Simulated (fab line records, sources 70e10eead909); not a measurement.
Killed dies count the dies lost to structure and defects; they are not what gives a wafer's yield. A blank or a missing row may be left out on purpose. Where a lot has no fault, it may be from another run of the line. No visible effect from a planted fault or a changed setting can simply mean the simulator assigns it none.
fab line records + flow nandHarc
record:
- lots: 7
- wafers: 21
- lastDay: 24
route steps=1159 shown A_ZERO_WELL@393 END@1159
lots that met no fault: taken from a fault-free run of the same line
startH: hours from the record's opening day to when the first of the lot's shown wafers began + waitH: hours since the lot's step before + " unchanged from the row above + L1.1+2: a single row standing in for several wafers + - value missing, or start not given + * or withheld: withheld + < > ~ a bound
route shown NAME@n: names a module that has steps shown in the file, with the first one's number in the route + usual: mean/standard deviation of fault-free wafers + same: alike in all rows + chamber/n: place in a boat + sites: per-site readings + _std_site: standard deviation across them + _edge_site: mean of outer sites minus mean of inner sites + radiusMm: how far each site lies from the wafer's centre + mask NAME#n: copy n + behind: the last tool/chamber to shape the wafer + hold: why the lot went on hold/how many hours it stayed there/how the hold came to an end + device: the n, p or np transistor that did not switch + end of line: the same wafers' tests at the end of the route + a step without rows: its recipe alone + killed: dies lost to structure and defects at the first sort, not the wafer's yield + map: dies across one wafer; x = killed, . = not, _ = none there
set.NAME: the setting as run; set.NAME@STEP: as run at that earlier step + model.NAME: the simulator's own value behind a step, which no gauge read
lots at some steps of the route; a table a step, a row a wafer
services: the hour from which a tool's chamber was out of use, counted from the record's first day as startH (under 0 if before that day), plus the number of hours and why
== steps ==
step: NHARC_A_ZERO_WELL_HMDS_03
recipe:
- timeS: 30
step: NHARC_A_ZERO_WELL_COAT_18
recipe:
- tempC: 200
- timeS: 65
step: NHARC_A_ZERO_WELL_COAT_04
recipe:
- spinRpm: 2000
- resistThkNm: 600
step: NHARC_A_ZERO_WELL_SOFTBAKE_05
recipe:
- tempC: 125
- timeS: 70
step: NHARC_A_ZERO_WELL_EBR_06
step: NHARC_A_ZERO_WELL_EXPOSE_07
recipe:
- na: 0.55
- doseMj: 33.85
- maskId: A_ZERO
step: NHARC_A_ZERO_WELL_PEB_08
recipe:
- pebTempC: 128
- pebTimeS: 80
step: NHARC_A_ZERO_WELL_DEVELOP_09
recipe:
- timeS: 50
- devTempC: 22
step: NHARC_A_ZERO_WELL_CD_MEAS_10
recipe:
- targetCdNm: 2000
- landingEnergyEv: 500
usual:
- cdNm: 1999.9/1.3
| lot.wafer | tool     | chamber | startH | waitH | cdNm   |
|-----------|----------|---------|--------|-------|--------|
| L854.2    | cdSem-01 | 0       | 159.88 | -     | 1998.7 |
| L854.4    | "        | 0       | "      | "     | 1999.8 |
| L854.6    | "        | 0       | "      | "     | 1999.1 |
| L864.1    | cdSem-01 | 0       | 218.16 | -     | 2001.4 |
| L864.4    | "        | 0       | "      | "     | 1999.5 |
| L864.6    | "        | 0       | "      | "     | 2000.2 |
| L861.1    | cdSem-01 | 0       | 224.02 | -     | 1999.7 |
| L861.5    | "        | 0       | "      | "     | 1999.4 |
| L861.6    | "        | 0       | "      | "     | 1999.2 |
| L866.1    | cdSem-01 | 0       | 230.47 | -     | 2000.7 |
| L866.2    | "        | 0       | "      | "     | 2000.7 |
| L866.6    | "        | 0       | "      | "     | 2000.8 |
| L873.2    | cdSem-02 | 0       | 262.91 | -     | 2000.3 |
| L873.5    | "        | 0       | "      | "     | 2000.5 |
| L873.6    | "        | 0       | "      | "     | 2000.0 |
| L872.1    | cdSem-01 | 0       | 263.20 | -     | 1996.4 |
| L872.5    | "        | 0       | "      | "     | 1999.1 |
| L872.6    | "        | 0       | "      | "     | 1997.4 |
| L874.1    | cdSem-01 | 0       | 267.23 | -     | 1999.3 |
| L874.4    | "        | 0       | "      | "     | 1997.5 |
| L874.5    | "        | 0       | "      | "     | 1997.9 |
step: NHARC_A_ZERO_WELL_HARDBAKE_11
recipe:
- tempC: 118
- timeS: 65
step: NHARC_A_ZERO_WELL_DESCUM_12
recipe:
- timeS: 3
- o2FlowSccm: 200
- arFlowSccm: 0
- biasPowerW: 0
- chemistry: O2
usual:
- drypumpMotorCurrentA: 5.8/0.37
- oesProductAu: 0.997/0.0069
- rfVppV: 57.7/0.96
- showerheadPlenumPTorr: 1.88/0.084
- throttleValvePct: 11.311/0.0086
| lot.wafer | tool       | chamber | startH | waitH | drypumpMotorCurrentA | oesProductAu | rfHoursCounterH | rfVppV | showerheadPlenumPTorr | throttleValvePct |
|-----------|------------|---------|--------|-------|----------------------|--------------|-----------------|--------|-----------------------|------------------|
| L854.4    | rieDiel-13 | 1       | 160.05 | -     | 5.7                  | 0.997        | 2               | 58.1   | 2.00                  | 11.318           |
| L854.2    | "          | 2       | "      | "     | 5.6                  | 1.000        | 6               | 56.8   | 1.80                  | 11.326           |
| L854.6    | "          | 0       | "      | "     | 6.5                  | 1.011        | -               | 58.1   | 2.05                  | 11.307           |
| L864.1    | rieDiel-10 | 2       | 218.32 | -     | 6.0                  | 0.997        | 1               | 58.8   | 1.88                  | 11.300           |
| L864.4    | "          | 3       | "      | "     | 6.1                  | 0.994        | 1               | 57.5   | 1.80                  | 11.322           |
| L864.6    | "          | 3       | "      | "     | 6.1                  | 0.993        | -               | 56.9   | 1.80                  | 11.302           |
| L861.1    | rieDiel-08 | 3       | 224.20 | -     | 5.4                  | 0.991        | 6               | 57.0   | 1.83                  | 11.293           |
| L861.6    | "          | 1       | "      | "     | 5.6                  | 0.989        | -               | 57.5   | 2.04                  | 11.313           |
| L861.5    | "          | 2       | "      | "     | 5.9                  | 0.997        | -               | 56.9   | 1.81                  | 11.312           |
| L866.1    | rieDiel-10 | 1       | 230.64 | -     | 5.5                  | 0.992        | 2               | 56.5   | 1.88                  | 11.311           |
| L866.2    | "          | 2       | "      | "     | 6.0                  | 1.000        | 2               | 56.8   | 1.88                  | 11.304           |
| L866.6    | "          | 1       | "      | "     | 5.5                  | 0.998        | -               | 59.2   | 1.88                  | 11.313           |
| L873.2    | rieDiel-10 | 0       | 263.08 | -     | 5.4                  | 0.990        | 5               | 57.1   | 1.85                  | 11.315           |
| L873.5    | "          | 2       | "      | "     | 6.0                  | 0.995        | -               | 56.6   | 1.88                  | 11.318           |
| L873.6    | "          | 3       | "      | "     | 6.1                  | 0.995        | -               | 57.4   | 1.80                  | 11.308           |
| L872.1    | rieDiel-08 | 1       | 263.38 | -     | 5.6                  | 0.996        | 9               | 57.2   | 2.04                  | 11.299           |
| L872.6    | "          | 2       | "      | "     | 5.9                  | 0.999        | -               | 57.5   | 1.81                  | 11.317           |
| L872.5    | "          | 3       | "      | "     | 5.4                  | 1.001        | -               | 58.0   | 1.83                  | 11.297           |
| L874.4    | rieDiel-10 | 3       | 267.40 | -     | 6.1                  | 0.995        | 5               | 57.1   | 1.80                  | 11.321           |
| L874.1    | "          | 0       | "      | "     | 5.4                  | 0.992        | 5               | 58.3   | 1.85                  | 11.317           |
| L874.5    | "          | 2       | "      | "     | 6.0                  | 0.991        | -               | 56.4   | 1.88                  | 11.310           |
step: NHARC_A_ZERO_WELL_ETCH_19
recipe:
- targetDepthA: 800
- overetchA: 240
- timeS: 87.88
- ionEnergyEv: 200
- n2FlowSccm: 150
- h2FlowSccm: 150
- arFlowSccm: 0
- rfW: 400
- biasW: 150
- chemistry: N2/H2
usual:
- biasW: 150.1/0.45
- chamberPressureMTorr: 29.997/0.03
- drypumpMotorCurrentA: 5.8/0.36
- h2FlowSccm: 149.9/0.43
- oesProductAu: 0.996/0.0077
- rfVppV: 429.6/2.6
- showerheadPlenumPTorr: 2.01/0.091
- throttleValvePct: 14.171/0.0097
| lot.wafer | tool       | chamber | startH | waitH | biasW | chamberPressureMTorr | drypumpMotorCurrentA | h2FlowSccm | oesProductAu | rfHoursCounterH | rfVppV | showerheadPlenumPTorr | throttleValvePct |
|-----------|------------|---------|--------|-------|-------|----------------------|----------------------|------------|--------------|-----------------|--------|-----------------------|------------------|
| L854.4    | rieDiel-13 | 3       | 160.13 | 0.1   | 149.5 | 29.971               | 5.2                  | 149.3      | 0.986        | 6               | 429.0  | 2.00                  | 14.164           |
| L854.2    | "          | 0       | "      | "     | 150.5 | 29.985               | 6.5                  | 149.9      | 0.992        | 6               | 433.5  | 2.19                  | 14.173           |
| L854.6    | "          | 2       | "      | "     | 149.6 | 29.943               | 5.6                  | 150.2      | 0.987        | -               | 428.2  | 1.92                  | 14.181           |
| L864.1    | rieDiel-10 | 1       | 218.40 | 0.1   | 149.7 | 29.981               | 5.5                  | 149.5      | 0.992        | 1               | 428.4  | 2.00                  | 14.161           |
| L864.4    | "          | 2       | "      | "     | 150.0 | 30.003               | 6.0                  | 149.5      | 1.004        | 1               | 429.5  | 2.00                  | 14.164           |
| L864.6    | "          | 1       | "      | "     | 149.9 | 30.004               | 5.5                  | 148.9      | 0.991        | -               | 429.7  | 2.00                  | 14.164           |
| L861.1    | rieDiel-08 | 1       | 224.30 | 0.1   | 150.8 | 30.003               | 5.6                  | 150.7      | 1.006        | 6               | 434.4  | 2.18                  | 14.180           |
| L861.6    | "          | 2       | "      | "     | 150.4 | 29.936               | 5.9                  | 148.6      | 1.001        | -               | 427.6  | 1.93                  | 14.168           |
| L861.5    | "          | 1       | "      | "     | 150.7 | 29.990               | 5.6                  | 150.7      | 1.001        | -               | 432.8  | 2.18                  | 14.172           |
| L866.2    | rieDiel-10 | 2       | 230.76 | 0.1   | 149.9 | 29.974               | 6.0                  | 149.6      | 0.995        | 2               | 429.2  | 2.00                  | 14.180           |
| L866.1    | "          | 0       | "      | "     | 149.5 | 29.980               | 5.4                  | 150.0      | 0.985        | 2               | 427.4  | 1.97                  | 14.174           |
| L866.6    | "          | 1       | "      | "     | 149.9 | 29.993               | 5.5                  | 149.9      | 1.000        | -               | 429.1  | 2.00                  | 14.169           |
| L873.2    | rieDiel-10 | 0       | 263.16 | 0.1   | 150.4 | 30.019               | 5.4                  | 149.8      | 0.988        | 5               | 429.7  | 1.97                  | 14.179           |
| L873.5    | "          | 2       | "      | "     | 149.4 | 29.979               | 6.0                  | 149.7      | 0.993        | -               | 429.6  | 2.00                  | 14.163           |
| L873.6    | "          | 3       | "      | "     | 149.8 | 30.003               | 6.1                  | 149.3      | 0.994        | -               | 427.7  | 1.91                  | 14.173           |
| L872.1    | rieDiel-08 | 0       | 263.44 | 0.1   | 150.3 | 29.992               | 6.3                  | 150.0      | 0.993        | 8               | 429.2  | 1.99                  | 14.167           |
| L872.6    | "          | 0       | "      | "     | 150.4 | 30.000               | 6.3                  | 150.6      | 0.994        | -               | 429.3  | 1.99                  | 14.151           |
| L872.5    | "          | 1       | "      | "     | 150.1 | 30.005               | 5.6                  | 149.6      | 0.998        | -               | 434.4  | 2.18                  | 14.166           |
| L874.4    | rieDiel-10 | 3       | 267.48 | 0.1   | 150.0 | 30.014               | 6.1                  | 149.3      | 0.993        | 5               | 425.9  | 1.91                  | 14.166           |
| L874.1    | "          | 1       | "      | "     | 150.5 | 29.998               | 5.5                  | 149.8      | 0.994        | 5               | 428.8  | 2.00                  | 14.187           |
| L874.5    | "          | 3       | "      | "     | 151.2 | 30.045               | 6.1                  | 149.1      | 0.997        | -               | 424.9  | 1.91                  | 14.175           |
step: NHARC_A_ZERO_WELL_ETCH_13
recipe:
- targetDepthA: 1200
- timeS: 40.1
- hbrFlowSccm: 150
- cl2FlowSccm: 50
- rfW: 400
- icpW: 400
- biasW: 100
- chemistry: HBr/Cl2
usual:
- biasW: 100.0/0.31
- chamberPressureMTorr: 14.999/0.014
- drypumpMotorCurrentA: 5.6/0.34
- mfcCl2Sccm: 49.98/0.16
- oesProductAu: 1.000/0.0075
- throttleValvePct: 26.405/0.0099
| lot.wafer | tool     | chamber | startH | waitH | biasW | chamberPressureMTorr | drypumpMotorCurrentA | mfcCl2Sccm | oesProductAu | rfHoursCounterH | throttleValvePct |
|-----------|----------|---------|--------|-------|-------|----------------------|----------------------|------------|--------------|-----------------|------------------|
| L854.4    | rieSi-06 | 0       | 160.25 | -     | 99.9  | 15.010               | 5.4                  | 49.97      | 0.990        | 1.15            | 26.406           |
| L854.2    | "        | 1       | "      | "     | 100.3 | 14.990               | 5.2                  | 49.95      | 1.013        | 1.06            | 26.392           |
| L854.6    | "        | 3       | "      | "     | 99.9  | 15.015               | 5.5                  | 49.58      | 1.009        | -               | 26.403           |
| L864.1    | rieSi-04 | 3       | 218.53 | -     | -     | -                    | -                    | -          | -            | -               | -                |
| L864.4    | "        | 0       | "      | "     | -     | -                    | -                    | -          | -            | -               | -                |
| L864.6    | "        | 3       | "      | "     | -     | -                    | -                    | -          | -            | -               | -                |
| L861.1    | rieSi-01 | 1       | 224.44 | -     | -     | -                    | -                    | -          | -            | -               | -                |
| L861.5    | "        | 3       | "      | "     | -     | -                    | -                    | -          | -            | -               | -                |
| L861.6    | "        | 0       | "      | "     | -     | -                    | -                    | -          | -            | -               | -                |
| L866.2    | rieSi-01 | 2       | 230.87 | -     | -     | -                    | -                    | -          | -            | -               | -                |
| L866.1    | "        | 1       | "      | "     | -     | -                    | -                    | -          | -            | -               | -                |
| L866.6    | "        | 2       | "      | "     | -     | -                    | -                    | -          | -            | -               | -                |
| L873.2    | rieSi-01 | 3       | 263.30 | -     | 99.8  | 14.977               | 5.3                  | 49.92      | 0.999        | 0.93            | 26.409           |
| L873.5    | "        | 0       | "      | "     | 100.2 | 15.026               | 5.8                  | 49.61      | 1.006        | -               | 26.385           |
| L873.6    | "        | 1       | "      | "     | 99.7  | 15.008               | 5.4                  | 49.97      | 0.998        | -               | 26.413           |
| L872.1    | rieSi-04 | 1       | 263.60 | -     | 100.0 | 15.009               | 5.7                  | 50.14      | 0.995        | 1.04            | 26.398           |
| L872.5    | "        | 2       | "      | "     | 100.2 | 15.009               | 6.0                  | 50.02      | 0.990        | -               | 26.385           |
| L872.6    | "        | 3       | "      | "     | 99.8  | 15.005               | 6.2                  | 49.93      | 0.988        | -               | 26.393           |
| L874.1    | rieSi-01 | 1       | 267.59 | -     | 100.6 | 14.976               | 5.4                  | 49.97      | 1.007        | 1.09            | 26.386           |
| L874.4    | "        | 3       | "      | "     | 100.0 | 15.000               | 5.2                  | 49.92      | 1.006        | 0.95            | 26.417           |
| L874.5    | "        | 1       | "      | "     | 100.4 | 14.975               | 5.4                  | 49.85      | 0.999        | -               | 26.422           |
step: NHARC_A_ZERO_WELL_STRIP_14
recipe:
- timeS: 900
- tempC: 130
- chemistry: SPM
step: NHARC_END_SORT_01
recipe:
- tempC: 25
usual:
- killedAtArray: 29/11
- killedAtOther: 0.6/0.92
- killedAtPeriphery: 3.2/2
- killedDies: 33/11
- killedOpen: 3.2/2
- killedShort: 1.9/1.5
same:
- grossDies: 677
| lot.wafer | tool      | chamber | startH | waitH | killedAtArray | killedAtOther | killedAtPeriphery | killedDies | killedOpen | killedShort |
|-----------|-----------|---------|--------|-------|---------------|---------------|-------------------|------------|------------|-------------|
| L854.2    | prober-02 | 0       | 452.43 | 2.8   | 23            | 2             | 3                 | 28         | 4          | 6           |
| L854.4    | prober-02 | 0       | 454.03 | 3.4   | 25            | 0             | 7                 | 32         | 7          | 3           |
| L854.6    | prober-02 | 0       | 455.62 | 4.0   | 20            | 0             | 8                 | 28         | 1          | 0           |
| L864.1    | prober-01 | 0       | 510.84 | 2.5   | 670           | 0             | 7                 | 677        | 3          | 4           |
| L864.4    | prober-01 | 0       | 513.19 | 3.4   | 674           | 0             | 3                 | 677        | 2          | 2           |
| L864.6    | prober-01 | 0       | 514.75 | 3.9   | 669           | 0             | 8                 | 677        | 5          | 4           |
| L861.1    | prober-01 | 0       | 519.44 | 2.5   | 675           | 0             | 2                 | 677        | 0          | 1           |
| L861.5    | prober-01 | 0       | 522.57 | 3.6   | 672           | 0             | 5                 | 677        | 7          | 1           |
| L861.6    | prober-01 | 0       | 523.35 | 3.9   | 673           | 0             | 4                 | 677        | 5          | 1           |
| L866.1    | prober-02 | 0       | 519.45 | 2.5   | 672           | 0             | 5                 | 677        | 5          | 6           |
| L866.2    | prober-02 | 0       | 520.25 | 2.8   | 672           | 0             | 5                 | 677        | 5          | 2           |
| L866.6    | prober-02 | 0       | 523.43 | 4.0   | 675           | 0             | 2                 | 677        | 2          | 0           |
| L874.1    | prober-02 | 0       | 578.40 | 2.5   | 42            | 0             | 5                 | 47         | 4          | 1           |
| L874.4    | prober-02 | 0       | 580.78 | 3.4   | 44            | 0             | 5                 | 49         | 1          | 1           |
| L874.5    | prober-02 | 0       | 581.57 | 3.7   | 37            | 0             | 7                 | 44         | 3          | 0           |
| L873.2    | prober-01 | 0       | 580.15 | 2.8   | 28            | 0             | 3                 | 31         | 5          | 4           |
| L873.5    | prober-01 | 0       | 582.54 | 3.7   | 33            | 1             | 2                 | 36         | 6          | 1           |
| L873.6    | prober-01 | 0       | 583.33 | 4.0   | 31            | 0             | 0                 | 31         | 1          | 5           |
killed by level:class
L854.2 A_SLIT:chamberFilmFlake=11 A_WL_FILL:geometricParticle:short=3 A_CONTACT:geometricParticle:open=3 A_STAIRCASE:chamberFilmFlake=2 P_M0:geometricParticle:short=1 A_CONTACT:geometricParticle:short=1 A_BLC:geometricParticle:open=1 STARTING-WAFER:geometricParticle:short=1
L854.4 A_SLIT:chamberFilmFlake=10 A_CHANNEL_HOLE_D1:chamberFilmFlake=3 A_CONTACT:geometricParticle:open=2 A_BLC:geometricParticle:open=2 P_STI:chamberFilmFlake=2 P_M1:chamberFilmFlake=2 A_STAIRCASE:chamberFilmFlake=2 P_GATE:geometricParticle:open=1
L854.6 A_SLIT:chamberFilmFlake=9 P_M1:chamberFilmFlake=5 A_CHANNEL_HOLE_D1:chamberFilmFlake=5 A_STAIRCASE:chamberFilmFlake=4 A_CONTACT:geometricParticle:open=1 P_ZERO_WELL:chamberFilmFlake=1 P_STI:chamberFilmFlake=1 P_GATE:chamberFilmFlake=1
L864.1 A_ZERO_WELL:areaEtch=629 A_CHANNEL_HOLE_D1:chamberFilmFlake=18 A_SLIT:chamberFilmFlake=10 P_ZERO_WELL:chamberFilmFlake=4 A_STAIRCASE:chamberFilmFlake=3 A_CONTACT:chamberFilmFlake=3 P_GATE:geometricParticle:open=1 P_CONTACT:geometricParticle:short=1
L864.4 A_ZERO_WELL:areaEtch=628 A_CHANNEL_HOLE_D1:chamberFilmFlake=26 A_SLIT:chamberFilmFlake=12 A_M0:geometricParticle:open=2 P_ZERO_WELL:chamberFilmFlake=2 A_STAIRCASE:chamberFilmFlake=2 A_WL_FILL:chamberFilmFlake=2 P_STI:geometricParticle:short=1
L864.6 A_ZERO_WELL:areaEtch=635 A_CHANNEL_HOLE_D1:chamberFilmFlake=16 A_SLIT:chamberFilmFlake=8 A_CONTACT:chamberFilmFlake=5 P_ZERO_WELL:chamberFilmFlake=2 P_GATE:geometricParticle:short=1 P_GATE:geometricParticle:open=1 P_CONTACT:geometricParticle:short=1
L861.1 A_ZERO_WELL:areaEtch=646 A_SLIT:chamberFilmFlake=18 A_CHANNEL_HOLE_D1:chamberFilmFlake=6 A_WL_FILL:chamberFilmFlake=2 A_CONTACT:chamberFilmFlake=2 A_CHANNEL_FILL_D1:geometricParticle:short=1 P_ZERO_WELL:chamberFilmFlake=1 P_M0:chamberFilmFlake=1
L866.1 A_ZERO_WELL:areaEtch=623 A_CHANNEL_HOLE_D1:chamberFilmFlake=18 A_SLIT:chamberFilmFlake=17 A_STAIRCASE:chamberFilmFlake=4 A_CHANNEL_FILL_D1:geometricParticle:short=2 A_M1:geometricParticle:open=2 A_CONTACT:chamberFilmFlake=2 P_GATE:geometricParticle:open=1
L866.2 A_ZERO_WELL:areaEtch=634 A_CHANNEL_HOLE_D1:chamberFilmFlake=17 A_SLIT:chamberFilmFlake=10 A_STAIRCASE:chamberFilmFlake=3 A_CONTACT:chamberFilmFlake=3 P_GATE:geometricParticle:open=2 P_STI:chamberFilmFlake=2 A_SOURCE_PLATE:geometricParticle:short=1
L861.5 A_ZERO_WELL:areaEtch=639 A_SLIT:chamberFilmFlake=14 A_CHANNEL_HOLE_D1:chamberFilmFlake=6 A_CONTACT:chamberFilmFlake=4 P_ZERO_WELL:chamberFilmFlake=3 P_M0:geometricParticle:open=2 A_STAIRCASE:chamberFilmFlake=2 A_ONON_D1:geometricParticle:open=1
L861.6 A_ZERO_WELL:areaEtch=651 A_SLIT:chamberFilmFlake=7 A_STAIRCASE:chamberFilmFlake=4 A_CONTACT:geometricParticle:open=3 A_CONTACT:chamberFilmFlake=3 P_ZERO_WELL:chamberFilmFlake=2 A_CHANNEL_HOLE_D1:chamberFilmFlake=2 P_CONTACT:geometricParticle:open=1
L866.6 A_ZERO_WELL:areaEtch=629 A_CHANNEL_HOLE_D1:chamberFilmFlake=22 A_SLIT:chamberFilmFlake=16 A_CONTACT:chamberFilmFlake=5 P_STI:chamberFilmFlake=2 A_WL_FILL:geometricParticle:open=1 A_M0:geometricParticle:open=1 A_STAIRCASE:chamberFilmFlake=1
L874.1 A_SLIT:chamberFilmFlake=17 A_CHANNEL_HOLE_D1:chamberFilmFlake=7 A_CONTACT:chamberFilmFlake=6 A_BLC:chamberFilmFlake=6 P_M2:chamberFilmFlake=3 A_STAIRCASE:chamberFilmFlake=2 P_M2:geometricParticle:short=1 A_CHANNEL_FILL_D1:geometricParticle:open=1
L873.2 A_SLIT:chamberFilmFlake=12 A_CONTACT:chamberFilmFlake=4 A_CHANNEL_HOLE_D1:chamberFilmFlake=3 P_M0:geometricParticle:open=2 A_ONON_D1:geometricParticle:short=2 A_CHANNEL_FILL_D1:geometricParticle:open=1 A_STAIRCASE:geometricParticle:short=1 A_WL_FILL:geometricParticle:short=1
L874.4 A_SLIT:chamberFilmFlake=14 A_CONTACT:chamberFilmFlake=12 A_CHANNEL_HOLE_D1:chamberFilmFlake=7 A_STAIRCASE:chamberFilmFlake=5 A_BLC:chamberFilmFlake=3 P_GATE:chamberFilmFlake=2 P_M2:chamberFilmFlake=2 A_CHANNEL_FILL_D1:geometricParticle:open=1
L874.5 A_CONTACT:chamberFilmFlake=11 A_SLIT:chamberFilmFlake=9 A_BLC:chamberFilmFlake=6 P_M2:chamberFilmFlake=4 P_GATE:chamberFilmFlake=3 A_CHANNEL_HOLE_D1:chamberFilmFlake=3 A_WL_FILL:chamberFilmFlake=3 A_M0:geometricParticle:open=2
L873.5 A_CHANNEL_HOLE_D1:chamberFilmFlake=13 A_SLIT:chamberFilmFlake=11 A_BLC:geometricParticle:open=3 A_CONTACT:chamberFilmFlake=3 P_M0:geometricParticle:open=1 A_SGD_CUT:geometricParticle:open=1 A_M0:geometricParticle:open=1 A_M0:geometricParticle:short=1
L873.6 A_SLIT:chamberFilmFlake=15 A_CHANNEL_HOLE_D1:chamberFilmFlake=3 A_CHANNEL_FILL_D1:geometricParticle:short=2 A_WL_FILL:geometricParticle:short=2 A_STAIRCASE:chamberFilmFlake=2 A_WL_FILL:chamberFilmFlake=2 A_CONTACT:chamberFilmFlake=2 A_ONON_D1:geometricParticle:short=1
map L861.1 (x killed, . not)
____________x____________
_________xxxxxxx_________
_______xxxxxxxxxxx_______
______xxxxxxxxxxxxx______
_____xxxxxxxxxxxxxxx_____
____xxxxxxxxxxxxxxxxx____
____xxxxxxxxxxxxxxxxx____
___xxxxxxxxxxxxxxxxxxx___
___xxxxxxxxxxxxxxxxxxx___
__xxxxxxxxxxxxxxxxxxxxx__
__xxxxxxxxxxxxxxxxxxxxx__
_xxxxxxxxxxxxxxxxxxxxxxx_
_xxxxxxxxxxxxxxxxxxxxxxx_
_xxxxxxxxxxxxxxxxxxxxxxx_
_xxxxxxxxxxxxxxxxxxxxxxx_
_xxxxxxxxxxxxxxxxxxxxxxx_
xxxxxxxxxxxxxxxxxxxxxxxxx
xxxxxxxxxxxxxxxxxxxxxxxxx
xxxxxxxxxxxxxxxxxxxxxxxxx
xxxxxxxxxxxxxxxxxxxxxxxxx
xxxxxxxxxxxxxxxxxxxxxxxxx
_xxxxxxxxxxxxxxxxxxxxxxx_
_xxxxxxxxxxxxxxxxxxxxxxx_
_xxxxxxxxxxxxxxxxxxxxxxx_
_xxxxxxxxxxxxxxxxxxxxxxx_
_xxxxxxxxxxxxxxxxxxxxxxx_
__xxxxxxxxxxxxxxxxxxxxx__
__xxxxxxxxxxxxxxxxxxxxx__
___xxxxxxxxxxxxxxxxxxx___
___xxxxxxxxxxxxxxxxxxx___
____xxxxxxxxxxxxxxxxx____
____xxxxxxxxxxxxxxxxx____
_____xxxxxxxxxxxxxxx_____
______xxxxxxxxxxxxx______
_______xxxxxxxxxxx_______
_________xxxxxxx_________
____________x____________
map L864.1 (x killed, . not)
____________x____________
_________xxxxxxx_________
_______xxxxxxxxxxx_______
______xxxxxxxxxxxxx______
_____xxxxxxxxxxxxxxx_____
____xxxxxxxxxxxxxxxxx____
____xxxxxxxxxxxxxxxxx____
___xxxxxxxxxxxxxxxxxxx___
___xxxxxxxxxxxxxxxxxxx___
__xxxxxxxxxxxxxxxxxxxxx__
__xxxxxxxxxxxxxxxxxxxxx__
_xxxxxxxxxxxxxxxxxxxxxxx_
_xxxxxxxxxxxxxxxxxxxxxxx_
_xxxxxxxxxxxxxxxxxxxxxxx_
_xxxxxxxxxxxxxxxxxxxxxxx_
_xxxxxxxxxxxxxxxxxxxxxxx_
xxxxxxxxxxxxxxxxxxxxxxxxx
xxxxxxxxxxxxxxxxxxxxxxxxx
xxxxxxxxxxxxxxxxxxxxxxxxx
xxxxxxxxxxxxxxxxxxxxxxxxx
xxxxxxxxxxxxxxxxxxxxxxxxx
_xxxxxxxxxxxxxxxxxxxxxxx_
_xxxxxxxxxxxxxxxxxxxxxxx_
_xxxxxxxxxxxxxxxxxxxxxxx_
_xxxxxxxxxxxxxxxxxxxxxxx_
_xxxxxxxxxxxxxxxxxxxxxxx_
__xxxxxxxxxxxxxxxxxxxxx__
__xxxxxxxxxxxxxxxxxxxxx__
___xxxxxxxxxxxxxxxxxxx___
___xxxxxxxxxxxxxxxxxxx___
____xxxxxxxxxxxxxxxxx____
____xxxxxxxxxxxxxxxxx____
_____xxxxxxxxxxxxxxx_____
______xxxxxxxxxxxxx______
_______xxxxxxxxxxx_______
_________xxxxxxx_________
____________x____________
== services ==
| tool       | chamber | startH | hours | kind      |
|------------|---------|--------|-------|-----------|
| rieDiel-10 | -       | 148.39 | 0.6   | repair    |
| rieSi-06   | 3       | 152.37 | 2.7   | repair    |
| rieDiel-10 | 0       | 155.50 | -     | clean     |
| rieDiel-10 | 1       | 155.50 | -     | clean     |
| rieDiel-10 | 2       | 155.50 | -     | clean     |
| rieDiel-10 | 3       | 155.50 | -     | clean     |
| rieSi-06   | 0       | 163.39 | 1.0   | repair    |
| rieDiel-10 | -       | 176.67 | 9.0   | pm        |
| rieDiel-10 | 0       | 176.67 | 9.0   | ventCycle |
| rieDiel-10 | 1       | 176.67 | 9.0   | ventCycle |
| rieDiel-10 | 2       | 176.67 | 9.0   | ventCycle |
| rieDiel-10 | 3       | 176.67 | 9.0   | ventCycle |
| rieSi-06   | -       | 183.00 | 9.0   | pm        |
| rieDiel-10 | 0       | 185.67 | -     | clean     |
| rieDiel-10 | 1       | 185.67 | -     | clean     |
| rieDiel-10 | 2       | 185.67 | -     | clean     |
| rieDiel-10 | 3       | 185.67 | -     | clean     |
| rieDiel-10 | 0       | 210.17 | -     | clean     |
| rieDiel-10 | 1       | 210.17 | -     | clean     |
| rieDiel-10 | 2       | 210.17 | -     | clean     |
| rieDiel-10 | 3       | 210.17 | -     | clean     |
| rieDiel-08 | 0       | 223.77 | 14.5  | repair    |
| rieDiel-10 | 0       | 234.67 | -     | clean     |
| rieDiel-08 | 3       | 264.44 | 1.8   | repair    |
== key ==
firstSign:
- step: NHARC_A_ZERO_WELL_ETCH_13
- reading: toolRecord
- direction: missing
effect:
- step: NHARC_END_SORT_01
- reading: killedAtArray
- direction: up
- sigmas: 61
- usual: 29
- struck: 672
moreKillsBornAt:
- NHARC_A_ZERO_WELL_ETCH_13@rieSi-01: 3822
- NHARC_A_ZERO_WELL_ETCH_13@rieSi-04: 1892
metAt NHARC_A_ZERO_WELL_ETCH_13
struckWafers L861.1,L861.5,L861.6,L864.1,L864.4,L864.6,L866.1,L866.2,L866.6
laterRowsLeftOut L861.1,L861.5,L861.6,L864.1,L864.4,L864.6,L866.1,L866.2,L866.6
testerLeftOut L861,L864,L866
fault:
- kind: skippedStepWhole
- tool: rieSi-01,rieSi-04
- chamber: -
- onsetH: 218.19
- steps: NHARC_A_ZERO_WELL_ETCH_13
- scope: struckLotsOnly
testerLeftOut: of these lots the tester's yield and bins aren't shown, on N5 and GAA mostly nor the transistor test; their killed dies are dies lost to structure and defects alone, not to doping, threshold or leakage, so they don't give the yield
laterRowsLeftOut: the simulator's readings of these wafers behind a module that went badly wrong aren't trusted and aren't shown, but for the sort
